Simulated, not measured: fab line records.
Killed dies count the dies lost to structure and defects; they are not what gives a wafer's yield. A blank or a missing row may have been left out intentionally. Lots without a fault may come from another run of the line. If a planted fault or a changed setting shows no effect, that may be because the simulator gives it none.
Chamber matching | flow n5_finfet | 3 sister chambers for N5_BEOL_M0_PRE_CLEAN_131 on cvd_co-01
The step time 15 s. 6 wafers are shown with their chamber, then 12 later ones without.

== WAFERS, EACH WITH ITS CHAMBER ==
wafer  | chamber | heater_power_w (W)
L094.4 | 1       | 68
L094.5 | 2       | 86
L094.6 | 0       | 72
L095.1 | 2       | 90
L095.2 | 0       | 72
L095.3 | 1       | 68

== WAFERS WITHOUT THEIR CHAMBER ==
wafer  | heater_power_w (W)
L095.4 | 72
L095.5 | 69
L095.6 | 88
L096.1 | 67
L096.2 | 87
L096.3 | 69
L096.4 | 74
L096.5 | 68
L096.6 | 90
L097.3 | 67
L097.4 | 68
L097.6 | 88

== WHICH CHAMBER EACH ONE RAN IN ==
wafer  | from the rows above     | in truth
L095.4 | 0                       | 0
L095.5 | can't be placed: 1 or 0 | 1
L095.6 | 2                       | 2
L096.1 | 1                       | 1
L096.2 | 2                       | 2
L096.3 | can't be placed: 1 or 0 | 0
L096.4 | 0                       | 0
L096.5 | 1                       | 1
L096.6 | 2                       | 2
L097.3 | 1                       | 1
L097.4 | 1                       | 1
L097.6 | 2                       | 2
Placed correctly: 10 of 12. From these rows, 2 cannot be placed; in 2 the true chamber is one of the candidates. 0 placed wrongly.
How it was worked out, from the rows above alone: a wafer's distance from a chamber is the root of the sum, over the readings, of the square of ((its reading less the chamber's mean) divided by the reading's scatter). If the next closest chamber is less than 2 further off than the closest, the wafer can't be placed; otherwise it belongs to the closest. Each chamber's mean is taken over the wafers shown for it. The scatter is the square root of a quotient: the sum, over the shown wafers, of each reading's squared deviation from its chamber's mean, divided by wafers minus chambers.
